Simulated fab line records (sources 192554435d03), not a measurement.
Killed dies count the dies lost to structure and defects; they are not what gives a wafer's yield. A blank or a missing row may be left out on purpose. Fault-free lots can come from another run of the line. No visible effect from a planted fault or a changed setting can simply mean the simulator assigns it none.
fab line records	flow n5Finfet
record lots=11	wafers=33	lastDay=17
route steps=1938 shown BEOL_M1@811 BEOL_M15@1825 PASSIVATION@1909
lots untouched by any fault: they come from a run of this same line in which no faults occurred
startH: hours from the record's first day to the start of the lot's first wafer shown	waitH: time in hours since the lot's previous step	" unchanged from the row above	L1.1+2: a row that stands for several wafers	- no value, or no start given	* or withheld: withheld	< > ~ a bound
route shown NAME@n: a module of which the file shows steps, and the number in the route of the first	usual: mean/standard deviation of fault-free wafers	same: alike in all rows	chamber/n: place in a boat	sites: the reading at each site	_std_site: the standard deviation of these	_edge_site: mean of outer sites minus mean of inner sites	radiusMm: for every site, how far away it sits from the centre of the wafer	mask NAME#n: copy n	behind: the last tool/chamber to shape the wafer	hold: the reason the lot was held/the length of the hold in hours/how it ended	device: names the non-switching transistor (n, p or np)	end of line: tests of these same wafers at the route's end	where a step has no rows: the recipe by itself	killed: dies lost to structure and defects at the first sort, not the wafer's yield	map: a wafer's dies, x killed, . not, _ none there
set.NAME: the setting that was run; set.NAME@STEP: the one run at that earlier step	model.NAME: the simulator's own value behind a step, which no gauge read
route steps across a sampled set of lots; one table per step, one row per wafer
services: a tool's chamber out of use, with start hour (startH, from the record's first day; less than 0 if before it), hours out, and reason
## steps
# step N5_BEOL_M1_ALD_84
# recipe material=TaN	targetThkA=*	tempC=275	aldPrecursorFamily=PDMAT	aldCoReactant=NH3	pressureTorr=3	carrierFlowSccm=1500	pulseTimeS=2	purgeTimeS=3	coReactantPurgeTimeS=2	coReactantPulseTimeS=3	aldCycles=30	precursorVesselTempC=75	precursorVesselPressureTorr=26.25	precursorVesselCarrierSccm=1000
# usual heaterPowerW=424/57
lot.wafer	tool	chamber	startH	waitH	heaterPowerW
L386.2	aldMetal-01	2	124.18	0.0	480
L386.5	"	1	"	"	380
L386.6	"	3	"	"	381
L392.1	aldMetal-03	3	161.24	0.1	315
L392.3	"	2	"	"	424
L392.6	"	0	"	"	363
L393.1	aldMetal-03	3	164.59	0.0	319
L393.4	"	0	"	"	373
L393.6	"	3	"	"	319
L399.2	aldMetal-04	0	212.72	0.1	400
L399.5	"	1	"	"	491
L399.6	"	0	"	"	397
L402.1	aldMetal-04	2	226.37	0.0	493
L402.3	"	3	"	"	486
L402.6	"	3	"	"	490
L403.4	aldMetal-04	1	231.00	0.0	513
L403.5	"	2	"	"	507
L403.6	"	3	"	"	486
L404.1	aldMetal-01	0	237.09	0.0	432
L404.4	"	2	"	"	485
L404.6	"	1	"	"	369
L405.1	aldMetal-03	2	243.23	0.2	424
L405.4	"	1	"	"	446
L405.5	"	2	"	"	417
L406.2	aldMetal-03	3	248.23	0.0	324
L406.3	"	0	"	"	369
L406.4	"	1	"	"	446
L407.1	aldMetal-01	3	254.73	0.0	398
L407.3	"	2	"	"	481
L407.4	"	0	"	"	428
L408.2	aldMetal-04	3	260.40	0.0	488
L408.3	"	2	"	"	515
L408.6	"	3	"	"	479
# step N5_BEOL_M15_THK_MEAS_50
# recipe thkMeasGauge=xrf	reads=Cu_of_BEOL_M15_ECD_47
# usual M15_THK=831/18
lot.wafer	tool	chamber	startH	waitH	M15_THK[nm]
L386.2	filmMetro-01	-	261.08	-	866
L386.5	"	-	"	"	871
L386.6	"	-	"	"	867
L392.1	filmMetro-01	-	288.88	-	828
L392.3	"	-	"	"	811
L392.6	"	-	"	"	850
L393.1	filmMetro-01	-	294.34	-	875
L393.4	"	-	"	"	832
L393.6	"	-	"	"	877
L399.2	filmMetro-01	-	331.82	-	850
L399.5	"	-	"	"	857
L399.6	"	-	"	"	848
L402.1	filmMetro-01	-	338.70	-	830
L402.3	"	-	"	"	844
L402.6	"	-	"	"	841
L403.4	filmMetro-02	-	346.86	-	803
L403.5	"	-	"	"	810
L403.6	"	-	"	"	793
L404.1	filmMetro-01	-	361.23	-	812
L404.4	"	-	"	"	844
L404.6	"	-	"	"	821
L407.1	filmMetro-02	-	369.91	-	825
L407.3	"	-	"	"	824
L407.4	"	-	"	"	813
L405.1	filmMetro-01	-	376.00	-	845
L405.4	"	-	"	"	835
L405.5	"	-	"	"	855
L406.2	filmMetro-02	-	376.82	-	844
L406.3	"	-	"	"	838
L406.4	"	-	"	"	833
L408.2	filmMetro-01	-	388.22	-	821
L408.3	"	-	"	"	808
L408.6	"	-	"	"	819
# step N5_BEOL_M15_RS_MEAS_54
# recipe thkMeasGauge=four-point-probe	reads=Cu_of_BEOL_M15_ECD_47+Ta_of_BEOL_M15_SPUTTER_44+TaN_of_BEOL_M15_SPUTTER_43
# usual M15_RS=0.0214/0.00041
lot.wafer	tool	chamber	startH	waitH	M15_RS[ohm/sq]
L386.2	filmMetro-02	-	261.21	0.1	0.0209
L386.5	"	-	"	"	0.0209
L386.6	"	-	"	"	0.0209
L392.1	filmMetro-02	-	289.01	0.0	0.0215
L392.3	"	-	"	"	0.0218
L392.6	"	-	"	"	0.0211
L393.1	filmMetro-01	-	294.46	0.0	0.0203
L393.4	"	-	"	"	0.0214
L393.6	"	-	"	"	0.0203
L399.2	filmMetro-01	-	331.95	0.1	0.0210
L399.5	"	-	"	"	0.0208
L399.6	"	-	"	"	0.0210
L402.1	filmMetro-01	-	338.82	0.0	0.0216
L402.3	"	-	"	"	0.0212
L402.6	"	-	"	"	0.0213
L403.4	filmMetro-02	-	346.99	0.0	0.0217
L403.5	"	-	"	"	0.0215
L403.6	"	-	"	"	0.0220
L404.1	filmMetro-02	-	361.35	0.0	0.0221
L404.4	"	-	"	"	0.0213
L404.6	"	-	"	"	0.0219
L407.1	filmMetro-01	-	370.07	0.1	0.0215
L407.3	"	-	"	"	0.0215
L407.4	"	-	"	"	0.0217
L405.1	filmMetro-01	-	376.13	0.0	0.0212
L405.4	"	-	"	"	0.0214
L405.5	"	-	"	"	0.0210
L406.2	filmMetro-01	-	376.95	0.1	0.0211
L406.3	"	-	"	"	0.0212
L406.4	"	-	"	"	0.0214
L408.2	filmMetro-01	-	388.35	0.1	0.0219
L408.3	"	-	"	"	0.0220
L408.6	"	-	"	"	0.0221
# step N5_PASSIVATION_AL_ETCH_33
# recipe chemistry=Cl2/BCl3	targetDepthA=28000	overEtchFrac=0.15	Cl2_flow_sccm=180	bcl3FlowSccm=60	target=Al	stopOn=TaN	timeS=466.7	ionEnergyEv=100	pressureMtorr=10	icpW=900	biasW=100
# usual drypumpMotorCurrentA=5.8/0.43	heBacksideLeakSccm=3.5/0.4	oesProductAu=0.70/0.066	throttleValvePct=34.33/0.12
lot.wafer	tool	chamber	startH	waitH	drypumpMotorCurrentA	heBacksideLeakSccm	oesProductAu	rfHoursCounterH	throttleValvePct
L386.2	rieMetal-03	0	270.13	0.1	5.1	3.6	0.77	15	34.45
L386.5	"	1	"	"	6.0	3.2	0.63	-	34.34
L386.6	"	0	"	"	5.1	3.7	0.78	-	34.42
L392.1	rieMetal-02	1	298.76	0.1	6.0	3.6	0.69	39	34.26
L392.3	"	1	"	"	6.0	3.4	0.69	-	34.27
L392.6	"	1	"	"	6.0	5.6	0.69	-	34.26
L393.1	rieMetal-03	1	303.47	0.1	5.9	3.2	0.63	70	34.31
L393.4	"	0	"	"	5.1	3.5	0.76	-	34.44
L393.6	"	1	"	"	6.0	3.2	0.62	-	34.33
L399.2	rieMetal-01	1	340.65	0.1	5.3	3.3	0.81	10	34.34
L399.5	"	0	"	"	6.3	3.2	0.62	-	34.10
L399.6	"	1	"	"	5.3	3.3	0.81	-	34.34
L402.1	rieMetal-03	1	347.11	0.1	6.0	3.3	0.63	74	34.33
L402.3	"	1	"	"	6.0	3.4	0.62	-	34.35
L402.6	"	1	"	"	6.0	3.4	0.62	-	34.34
L403.4	rieMetal-01	0	357.58	0.2	6.3	3.5	0.62	-	34.08
L403.5	"	1	"	"	5.4	3.3	0.79	-	34.35
L403.6	"	0	"	"	6.2	3.5	0.63	-	34.10
L404.1	rieMetal-03	1	368.62	0.1	6.0	3.2	0.61	76	34.35
L404.4	"	1	"	"	5.9	3.3	0.61	-	34.36
L404.6	"	0	"	"	5.1	3.7	0.74	-	34.47
L407.1	rieMetal-02	1	379.80	0.1	6.0	3.6	0.68	46	34.23
L407.3	"	0	"	"	6.2	3.2	0.69	-	34.46
L407.4	"	1	"	"	6.0	3.6	0.68	-	34.24
L405.1	rieMetal-01	1	384.77	0.1	5.3	3.2	0.79	14	34.35
L405.4	"	0	"	"	6.2	3.6	0.62	-	34.10
L405.5	"	0	"	"	6.2	3.4	0.62	-	34.10
L406.2	rieMetal-02	1	385.34	0.1	6.0	3.5	0.67	47	34.26
L406.3	"	1	"	"	6.0	3.7	0.68	-	34.26
L406.4	"	0	"	"	6.2	3.2	0.70	-	34.46
L408.2	rieMetal-03	1	398.54	0.1	6.0	3.3	0.61	78	34.32
L408.3	"	0	"	"	5.1	3.6	0.73	-	34.46
L408.6	"	0	"	"	5.1	3.7	0.73	-	34.45
# step N5_PASSIVATION_PROBE_49
# usual defectLimitedYield=91.1/1.3	killed_at_M0_to_M3=36/10	killed_at_M4_up=14/4.4	killedAtContacts=14/5.7	killedAtFrontEnd=39/9.4	killedAtOther=2.9/2.6	killedDies=105/15	killedOnRim=14/3.5	killedOpen=70/12	killedShort=34/7.1	sort_bin_5_function=5.3/0.77	sort_bin_6_memory=3.3/0.66	sortNPass=1075/15	sortYieldPct=91.1/1.3
# same grossDies=1180	killedAtBackSide=0	sort_bin_4_leakage[%]=0	sort_bin_8_speed[%]=0
lot.wafer	tool	chamber	startH	waitH	defectLimitedYield[%]	killed_at_M0_to_M3	killed_at_M4_up	killedAtContacts	killedAtFrontEnd	killedAtOther	killedDies	killedOnRim	killedOpen	killedShort	sort_bin_5_function[%]	sort_bin_6_memory[%]	sortNPass	sortYieldPct[%]
L392.1	prober-02	-	303.57	0.0	77.8	201	12	15	31	3	262	23	79	41	12.3	5.4	918	77.8
L392.3	prober-02	-	303.67	0.1	83.7	104	14	15	50	9	192	34	73	48	8.9	5.1	988	83.7
L392.6	prober-02	-	303.82	0.3	83.6	145	8	18	21	2	194	21	59	36	9.3	3.8	986	83.6
L393.1	prober-01	-	308.53	0.0	78.8	173	20	19	33	5	250	25	75	35	12.2	4.8	930	78.8
L393.4	prober-01	-	308.68	0.2	82.4	130	9	24	39	6	208	35	69	44	10.5	3.5	972	82.4
L393.6	prober-01	-	308.78	0.3	80.5	178	16	13	19	4	230	24	50	34	11.2	4.1	950	80.5
# killed by level:class
L392.1 BEOL_M1:unspecified=141 BEOL_M0_SAQP:geometricParticle:open=20 BEOL_M0_SAQP:geometricParticle:short=17 MOL_CONTACT_COAG:geometricParticle:open=14 BEOL_M2:geometricParticle:open=10 FIN_SAQP:geometricParticle:short=6 STI_FIN_REVEAL:geometricParticle:open=6 FIN_SAQP:geometricParticle:open=5
L392.3 BEOL_M1:unspecified=69 BEOL_M0_SAQP:geometricParticle:short=13 FIN_SAQP:geometricParticle:short=12 MOL_CONTACT_COAG:geometricParticle:open=12 STI_FIN_REVEAL:geometricParticle:open=12 BEOL_M0_SAQP:geometricParticle:open=10 BEOL_M4:geometricParticle:open=7 FIN_SAQP:geometricParticle:open=6
L392.6 BEOL_M1:unspecified=98 BEOL_M0_SAQP:geometricParticle:short=16 MOL_CONTACT_COAG:geometricParticle:open=11 STI_FIN_REVEAL:geometricParticle:open=8 BEOL_M2:geometricParticle:open=8 MOL_CONTACT_COAG:geometricParticle:short=7 BEOL_M0_SAQP:geometricParticle:open=7 BEOL_M1:geometricParticle:open=6
L393.1 BEOL_M1:unspecified=137 MOL_CONTACT_COAG:geometricParticle:open=18 FIN_SAQP:geometricParticle:short=10 FIN_SAQP:geometricParticle:open=9 BEOL_M0_SAQP:geometricParticle:open=9 BEOL_M0_SAQP:geometricParticle:short=8 BEOL_M3:geometricParticle:open=8 BEOL_M5:geometricParticle:open=7
L393.4 BEOL_M1:unspecified=95 MOL_CONTACT_COAG:geometricParticle:open=18 FIN_SAQP:geometricParticle:short=16 BEOL_M0_SAQP:geometricParticle:open=9 FIN_SAQP:geometricParticle:open=8 BEOL_M2:geometricParticle:open=6 MOL_CONTACT_COAG:geometricParticle:short=6 BEOL_M1:geometricParticle:open=6
L393.6 BEOL_M1:unspecified=143 BEOL_M0_SAQP:geometricParticle:short=13 MOL_CONTACT_COAG:geometricParticle:open=10 BEOL_M0_SAQP:geometricParticle:open=7 BEOL_M1:geometricParticle:open=6 BEOL_M4:geometricParticle:open=6 FIN_SAQP:geometricParticle:short=5 FIN_SAQP:geometricParticle:open=4
## services
tool	chamber	startH	hours	kind
aldMetal-04	-	106.56	0.5	repair
rieMetal-03	0	119.15	5.4	repair
aldMetal-01	0	120.42	5.1	repair
aldMetal-01	2	122.27	1.8	repair
rieMetal-01	-	175.05	14.6	pm
rieMetal-01	1	189.65	-	clean
aldMetal-03	1	197.08	2.4	repair
rieMetal-01	-	248.80	28.1	pm
rieMetal-01	-	279.59	0.7	repair
aldMetal-04	-	337.41	14.0	pm
aldMetal-04	0	337.41	14.0	ventCycle
aldMetal-04	1	337.41	14.0	ventCycle
aldMetal-04	2	337.41	14.0	ventCycle
aldMetal-04	3	337.41	14.0	ventCycle
aldMetal-01	-	342.28	0.9	repair
aldMetal-04	0	351.41	-	clean
aldMetal-04	1	351.41	-	clean
aldMetal-04	2	351.41	-	clean
aldMetal-04	3	351.41	-	clean
aldMetal-04	-	362.58	2.0	repair
aldMetal-01	-	364.78	4.3	pm
aldMetal-03	1	375.22	4.1	repair
aldMetal-03	3	389.89	3.2	repair
rieMetal-01	-	393.21	0.6	repair
## key
firstSign step=N5_PASSIVATION_PROBE_49	reading=killed_at_M0_to_M3	direction=up	sigmas=12	usual=36	struck=155
effect step=N5_PASSIVATION_PROBE_49	reading=defectLimitedYield	direction=down	sigmas=7.9	usual=91.1	struck=81.1
moreKillsBornAt N5_BEOL_M1_ALD_84@aldMetal-03=683
metAt N5_BEOL_M1_ALD_84
struckLots L392,L393
notActingAt N5_BEOL_M15_THK_MEAS_50,N5_BEOL_M15_RS_MEAS_54,N5_PASSIVATION_AL_ETCH_33
fault kind=chamberParticleSource	tool=aldMetal-03	chamber=-	onsetH=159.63	steps=N5_BEOL_M1_ALD_84	ratePerVisitCm2=1.8552	endH=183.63
